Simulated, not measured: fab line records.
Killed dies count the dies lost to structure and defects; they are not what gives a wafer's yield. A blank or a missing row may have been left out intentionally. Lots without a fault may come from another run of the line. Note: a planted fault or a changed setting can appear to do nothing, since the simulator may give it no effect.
fab line records -- flow nand_harc
record lots=14, wafers=42, last_day=32
route steps=1302 shown A_SOURCE_PLATE@420 A_ONON_D1@425 END@1302
lots untouched by any fault: they come from a run of this same line in which no faults occurred
start_h: start of the lot's first displayed wafer, in hours after the record's first day -- wait_h: hours since the lot's step before -- " repeats the value in the row above -- L1.1+2: a row that stands for several wafers -- - no value, or no start given -- * or withheld: withheld -- < > ~ a bound
route shown NAME@n: NAME is a module with steps in the file, n the number in the route of the first one -- usual: mean and standard deviation over wafers with no fault -- same: alike in all rows -- chamber/n: place in a boat -- sites: the reading at each site -- _std_site: the standard deviation of these -- _edge_site: outer sites' mean less inner sites' -- radius_mm: for every site, how far away it sits from the centre of the wafer -- mask NAME#n: copy n -- behind: tool/chamber where the wafer was last shaped -- hold: cause of the lot's hold/its duration in hours/its outcome -- device: which transistor (n, p or np) failed to switch -- end of line: the same wafers' tests at the end of the route -- a step with no rows: only its recipe -- killed: at the first sort, the dies lost to defects and structure; wafer yield is something else -- map: per-die view of a wafer (x killed, . not killed, _ where there is no die)
set.NAME: setting as actually run; set.NAME@STEP: the setting as run at that earlier step -- model.NAME: the simulator's own value behind a step, which no gauge read
route steps across a sampled set of lots; one table per step, one row per wafer
services: from which hour (start_h, from the record's first day; less than 0 if before it) a tool's chamber was out of use, for how many hours, and why
## steps
# step NHARC_A_SOURCE_PLATE_THK_MEAS_06
# recipe thk_meas_gauge=ellipsometry
# usual thk_nm=200.3/2.2
lot.wafer,tool,chamber,start_h,wait_h,thk_nm
L810.1,film_metro-01,-,160.35,0.4,202.7
L810.5,film_metro-01,-,160.35,0.4,203.8
L810.6,film_metro-01,-,160.35,0.4,203.8
L812.1,film_metro-02,-,174.89,0.4,201.8
L812.2,film_metro-02,-,174.89,0.4,202.9
L812.4,film_metro-02,-,174.89,0.4,203.7
L811.2,film_metro-01,-,174.89,0.4,198.0
L811.4,film_metro-01,-,174.89,0.4,199.3
L811.5,film_metro-01,-,174.89,0.4,200.0
L813.3,film_metro-02,-,190.42,0.4,199.5
L813.4,film_metro-02,-,190.42,0.4,198.9
L813.5,film_metro-02,-,190.42,0.4,201.7
L816.2,film_metro-02,-,223.47,0.4,198.0
L816.3,film_metro-02,-,223.47,0.4,198.5
L816.5,film_metro-02,-,223.47,0.4,200.0
L819.2,film_metro-02,-,254.80,0.4,201.8
L819.3,film_metro-02,-,254.80,0.4,202.6
L819.6,film_metro-02,-,254.80,0.4,204.7
L820.3,film_metro-02,-,271.24,0.4,197.5
L820.5,film_metro-02,-,271.24,0.4,199.6
L820.6,film_metro-02,-,271.24,0.4,200.3
L822.2,film_metro-01,-,278.79,0.4,198.1
L822.5,film_metro-01,-,278.79,0.4,200.1
L822.6,film_metro-01,-,278.79,0.4,197.0
L821.3,film_metro-02,-,278.79,0.4,197.4
L821.4,film_metro-02,-,278.79,0.4,202.7
L821.5,film_metro-02,-,278.79,0.4,202.7
L823.3,film_metro-01,-,289.44,0.4,197.4
L823.5,film_metro-01,-,289.44,0.4,201.0
L823.6,film_metro-01,-,289.44,0.4,197.7
L824.1,film_metro-02,-,309.03,0.4,200.0
L824.3,film_metro-02,-,309.03,0.4,198.3
L824.6,film_metro-02,-,309.03,0.4,200.0
L825.1,film_metro-01,-,319.37,0.4,198.0
L825.4,film_metro-01,-,319.37,0.4,198.2
L825.5,film_metro-01,-,319.37,0.4,200.4
L827.3,film_metro-01,-,337.99,0.4,200.8
L827.4,film_metro-01,-,337.99,0.4,199.2
L827.5,film_metro-01,-,337.99,0.4,199.6
L830.1,film_metro-01,-,357.89,0.4,198.4
L830.2,film_metro-01,-,357.89,0.4,199.5
L830.5,film_metro-01,-,357.89,0.4,198.1
# step NHARC_A_ONON_D1_THK_MEAS_02
# recipe thk_meas_gauge=ellipsometry
# usual thk_nm=999/10
lot.wafer,tool,chamber,start_h,wait_h,thk_nm
L810.1,film_metro-02,-,161.01,-,1001
L810.5,film_metro-02,-,161.01,-,999
L810.6,film_metro-02,-,161.01,-,1000
L812.1,film_metro-02,-,175.53,-,997
L812.2,film_metro-02,-,175.53,-,999
L812.4,film_metro-02,-,175.53,-,998
L811.2,film_metro-02,-,175.68,-,995
L811.4,film_metro-02,-,175.68,-,993
L811.5,film_metro-02,-,175.68,-,995
L813.3,film_metro-01,-,191.08,-,1007
L813.4,film_metro-01,-,191.08,-,1007
L813.5,film_metro-01,-,191.08,-,1007
L816.2,film_metro-02,-,224.16,-,1010
L816.3,film_metro-02,-,224.16,-,1010
L816.5,film_metro-02,-,224.16,-,1007
L819.2,film_metro-02,-,255.48,-,1002
L819.3,film_metro-02,-,255.48,-,999
L819.6,film_metro-02,-,255.48,-,1001
L820.3,film_metro-01,-,271.92,-,987
L820.5,film_metro-01,-,271.92,-,989
L820.6,film_metro-01,-,271.92,-,989
L822.2,film_metro-01,-,279.43,-,1000
L822.5,film_metro-01,-,279.43,-,997
L822.6,film_metro-01,-,279.43,-,999
L821.3,film_metro-02,-,279.43,-,1014
L821.4,film_metro-02,-,279.43,-,1016
L821.5,film_metro-02,-,279.43,-,1015
L823.3,film_metro-02,-,290.08,-,1009
L823.5,film_metro-02,-,290.08,-,1005
L823.6,film_metro-02,-,290.08,-,1007
L824.1,film_metro-01,-,309.67,-,1004
L824.3,film_metro-01,-,309.67,-,1004
L824.6,film_metro-01,-,309.67,-,1001
L825.1,film_metro-01,-,320.03,-,986
L825.4,film_metro-01,-,320.03,-,986
L825.5,film_metro-01,-,320.03,-,987
L827.3,film_metro-01,-,338.67,-,986
L827.4,film_metro-01,-,338.67,-,987
L827.5,film_metro-01,-,338.67,-,987
L830.1,film_metro-02,-,358.57,-,1000
L830.2,film_metro-02,-,358.57,-,999
L830.5,film_metro-02,-,358.57,-,999
# step NHARC_A_ONON_D1_DEP_03
# recipe target_thk_a=10000, n2_flow_sccm=2750, n2o_flow_sccm=2000, nh3_flow_sccm=500, sih4_flow_sccm=210, temp_c=400
# usual n2o_flow_sccm=2001/6.2
lot.wafer,tool,chamber,start_h,wait_h,n2o_flow_sccm
L810.1,pecvd_onon-01,0,161.07,0.1,2005
L810.5,pecvd_onon-01,0,161.07,0.1,2007
L810.6,pecvd_onon-01,0,161.07,0.1,2006
L812.1,pecvd_onon-02,0,175.72,0.2,2010
L812.2,pecvd_onon-02,0,175.72,0.2,1989
L812.4,pecvd_onon-02,0,175.72,0.2,1998
L811.2,pecvd_onon-01,0,175.94,0.3,1990
L811.4,pecvd_onon-01,0,175.94,0.3,1992
L811.5,pecvd_onon-01,0,175.94,0.3,1995
L813.3,pecvd_onon-01,0,191.26,0.2,1991
L813.4,pecvd_onon-01,0,191.26,0.2,2005
L813.5,pecvd_onon-01,0,191.26,0.2,1997
L816.2,pecvd_onon-01,0,224.27,0.1,2000
L816.3,pecvd_onon-01,0,224.27,0.1,2000
L816.5,pecvd_onon-01,0,224.27,0.1,2006
L819.2,pecvd_onon-01,0,255.59,0.1,2003
L819.3,pecvd_onon-01,0,255.59,0.1,2003
L819.6,pecvd_onon-01,0,255.59,0.1,2003
L820.3,pecvd_onon-03,0,272.09,0.2,2004
L820.5,pecvd_onon-03,0,272.09,0.2,2006
L820.6,pecvd_onon-03,0,272.09,0.2,2022
L822.2,pecvd_onon-02,0,279.55,0.1,1993
L822.5,pecvd_onon-02,0,279.55,0.1,2001
L822.6,pecvd_onon-02,0,279.55,0.1,1997
L821.3,pecvd_onon-03,0,279.60,0.2,1993
L821.4,pecvd_onon-03,0,279.60,0.2,1999
L821.5,pecvd_onon-03,0,279.60,0.2,2005
L823.3,pecvd_onon-03,0,290.25,0.2,2001
L823.5,pecvd_onon-03,0,290.25,0.2,1998
L823.6,pecvd_onon-03,0,290.25,0.2,1995
L824.1,pecvd_onon-03,0,309.73,0.1,2004
L824.3,pecvd_onon-03,0,309.73,0.1,2006
L824.6,pecvd_onon-03,0,309.73,0.1,1996
L825.1,pecvd_onon-03,0,320.08,0.1,2011
L825.4,pecvd_onon-03,0,320.08,0.1,2005
L825.5,pecvd_onon-03,0,320.08,0.1,1999
L827.3,pecvd_onon-03,0,338.84,0.2,1995
L827.4,pecvd_onon-03,0,338.84,0.2,2001
L827.5,pecvd_onon-03,0,338.84,0.2,2005
L830.1,pecvd_onon-03,0,358.63,0.1,1998
L830.2,pecvd_onon-03,0,358.63,0.1,1996
L830.5,pecvd_onon-03,0,358.63,0.1,1999
# step NHARC_A_ONON_D1_THK_MEAS_05
# recipe thk_meas_gauge=ellipsometry
# usual thk_nm=1000/7.5
lot.wafer,tool,chamber,start_h,wait_h,thk_nm
L810.1,film_metro-02,-,161.60,-,1021
L810.5,film_metro-02,-,161.60,-,1022
L810.6,film_metro-02,-,161.60,-,1022
L812.1,film_metro-02,-,176.24,-,996
L812.2,film_metro-02,-,176.24,-,996
L812.4,film_metro-02,-,176.24,-,995
L811.2,film_metro-01,-,176.39,-,992
L811.4,film_metro-01,-,176.39,-,994
L811.5,film_metro-01,-,176.39,-,993
L813.3,film_metro-01,-,191.65,-,1000
L813.4,film_metro-01,-,191.65,-,1000
L813.5,film_metro-01,-,191.65,-,1002
L816.2,film_metro-02,-,224.73,-,998
L816.3,film_metro-02,-,224.73,-,997
L816.5,film_metro-02,-,224.73,-,998
L819.2,film_metro-02,-,256.05,-,990
L819.3,film_metro-02,-,256.05,-,991
L819.6,film_metro-02,-,256.05,-,991
L820.3,film_metro-02,-,272.48,-,995
L820.5,film_metro-02,-,272.48,-,993
L820.6,film_metro-02,-,272.48,-,992
L822.2,film_metro-01,-,279.99,-,998
L822.5,film_metro-01,-,279.99,-,997
L822.6,film_metro-01,-,279.99,-,999
L821.3,film_metro-02,-,280.00,-,998
L821.4,film_metro-02,-,280.00,-,996
L821.5,film_metro-02,-,280.00,-,996
L823.3,film_metro-01,-,290.65,-,1009
L823.5,film_metro-01,-,290.65,-,1010
L823.6,film_metro-01,-,290.65,-,1011
L824.1,film_metro-02,-,310.25,-,995
L824.3,film_metro-02,-,310.25,-,995
L824.6,film_metro-02,-,310.25,-,996
L825.1,film_metro-02,-,320.60,-,1003
L825.4,film_metro-02,-,320.60,-,1003
L825.5,film_metro-02,-,320.60,-,1003
L827.3,film_metro-01,-,339.23,-,1491
L827.4,film_metro-01,-,339.23,-,1493
L827.5,film_metro-01,-,339.23,-,1491
L830.1,film_metro-01,-,359.13,-,1503
L830.2,film_metro-01,-,359.13,-,1501
L830.5,film_metro-01,-,359.13,-,1501
# step NHARC_END_SORT_01
# recipe temp_c=25
# usual killed_at_array=55/19, killed_at_other=0.8/1.1, killed_at_periphery=4.0/2.6, killed_dies=60/20, killed_open=3.4/1.7, killed_short=2.6/1.5
# same gross_dies=677
lot.wafer,tool,chamber,start_h,wait_h,killed_at_array,killed_at_other,killed_at_periphery,killed_dies,killed_open,killed_short
L819.2,prober-02,0,658.98,2.8,74,2,2,78,1,1
L819.3,prober-02,0,659.78,3.1,93,3,3,99,1,3
L819.6,prober-02,0,662.18,4.0,76,2,6,84,4,6
L827.3,prober-02,0,741.19,3.1,666,0,11,677,2,3
L827.4,prober-02,0,741.99,3.4,667,1,9,677,2,4
L827.5,prober-02,0,742.78,3.7,670,0,7,677,2,3
L830.1,prober-01,0,762.22,2.5,675,0,2,677,1,0
L830.2,prober-01,0,763.01,2.8,672,0,5,677,3,2
L830.5,prober-01,0,765.39,3.7,674,0,3,677,6,4
# killed by level:class
L819.2 A_CHANNEL_HOLE_D1:chamber_film_flake=32 A_SLIT:chamber_film_flake=25 A_CHANNEL_HOLE_D2:chamber_film_flake=12 P_BONDPAD:chamber_film_flake=2 A_ZERO_WELL:chamber_film_flake=2 THIN_TSV:chamber_film_flake=2 A_SGD_CUT:geometric_particle:short=1 A_CONTACT:geometric_particle:open=1
L819.3 A_CHANNEL_HOLE_D1:chamber_film_flake=43 A_SLIT:chamber_film_flake=30 A_CHANNEL_HOLE_D2:chamber_film_flake=10 A_CONTACT:chamber_film_flake=5 THIN_TSV:chamber_film_flake=3 P_BONDPAD:chamber_film_flake=2 A_DECK1_JOINT:geometric_particle:short=1 A_DECK1_JOINT:geometric_particle:open=1
L819.6 A_CHANNEL_HOLE_D1:chamber_film_flake=35 A_SLIT:chamber_film_flake=20 A_CONTACT:chamber_film_flake=8 A_CHANNEL_HOLE_D2:chamber_film_flake=5 A_STAIRCASE:chamber_film_flake=3 P_M0:geometric_particle:open=2 A_WL_FILL:geometric_particle:short=2 P_CONTACT:geometric_particle:open=1
L827.3 A_ONON_D1:area_dep=589 A_CHANNEL_HOLE_D1:chamber_film_flake=33 A_CHANNEL_HOLE_D2:chamber_film_flake=18 A_SLIT:chamber_film_flake=15 P_M2:chamber_film_flake=6 P_GATE:chamber_film_flake=3 A_STAIRCASE:chamber_film_flake=2 A_CONTACT:chamber_film_flake=2
L827.4 A_ONON_D1:area_dep=564 A_CHANNEL_HOLE_D1:chamber_film_flake=30 A_SLIT:chamber_film_flake=28 A_CHANNEL_HOLE_D2:chamber_film_flake=20 A_CONTACT:chamber_film_flake=11 P_GATE:chamber_film_flake=6 A_STAIRCASE:chamber_film_flake=4 A_SGD_CUT:chamber_film_flake=4
L827.5 A_ONON_D1:area_dep=574 A_CHANNEL_HOLE_D1:chamber_film_flake=28 A_SLIT:chamber_film_flake=27 A_CHANNEL_HOLE_D2:chamber_film_flake=20 A_CONTACT:chamber_film_flake=12 A_STAIRCASE:chamber_film_flake=3 P_M2:chamber_film_flake=2 A_SGD_CUT:chamber_film_flake=2
L830.1 A_ONON_D1:area_dep=648 A_CHANNEL_HOLE_D1:chamber_film_flake=17 A_SLIT:chamber_film_flake=4 A_STAIRCASE:chamber_film_flake=3 P_M0:chamber_film_flake=2 A_ZERO_WELL:chamber_film_flake=2 A_CHANNEL_FILL_D2:geometric_particle:open=1
L830.2 A_ONON_D1:area_dep=645 A_CHANNEL_HOLE_D1:chamber_film_flake=14 A_SLIT:chamber_film_flake=7 A_STAIRCASE:chamber_film_flake=2 P_GATE:geometric_particle:open=1 P_M0:geometric_particle:short=1 P_M2:geometric_particle:open=1 A_CONTACT:geometric_particle:short=1
L830.5 A_ONON_D1:area_dep=630 A_CHANNEL_HOLE_D1:chamber_film_flake=14 A_STAIRCASE:chamber_film_flake=6 A_SLIT:chamber_film_flake=6 A_CONTACT:chamber_film_flake=4 A_ONON_D1:geometric_particle:short=3 P_M0:chamber_film_flake=2 A_CHANNEL_HOLE_D2:chamber_film_flake=2
## services
tool,chamber,start_h,hours,kind
pecvd_onon-01,-,151.78,4.4,repair
pecvd_onon-01,-,167.42,1.8,repair
pecvd_onon-03,-,168.10,8.3,repair
pecvd_onon-02,-,185.00,13.0,pm
pecvd_onon-03,-,227.34,13.0,pm
pecvd_onon-01,-,269.13,13.0,pm
## key
first_sign step=NHARC_A_ONON_D1_THK_MEAS_05, reading=thk_nm, direction=up, sigmas=66, usual=1000, struck=1497
effect step=NHARC_END_SORT_01, reading=killed_at_array, direction=up, sigmas=32, usual=55, struck=671
more_kills_born_at NHARC_A_ONON_D1_DEP_03@pecvd_onon-03=3650
met_at NHARC_A_ONON_D1_DEP_03
struck_lots L827,L830
struck_wafers L827.3,L827.4,L827.5,L830.1,L830.2,L830.5
later_rows_left_out L827.3,L827.4,L827.5,L830.1,L830.2,L830.5
tester_left_out L827,L830
not_acting_at NHARC_A_SOURCE_PLATE_THK_MEAS_06,NHARC_A_ONON_D1_THK_MEAS_02
onset_between 320.08 338.84
also_fits time
fault kind=process_parameter_drift, tool=pecvd_onon-03, chamber=0, onset_h=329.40, steps=NHARC_A_ONON_D1_DEP_03, channel=target_thk_a, offset=*, shape=step, end_h=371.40, acts_in=*, stated=*
# tester_left_out: of these lots the tester's yield and bins aren't shown, on N5 and GAA mostly nor the transistor test; their killed dies are dies lost to structure and defects alone, not to doping, threshold or leakage, so they don't give the yield
# later_rows_left_out: the simulator's readings of these wafers behind a module that went badly wrong aren't trusted and aren't shown, but for the sort
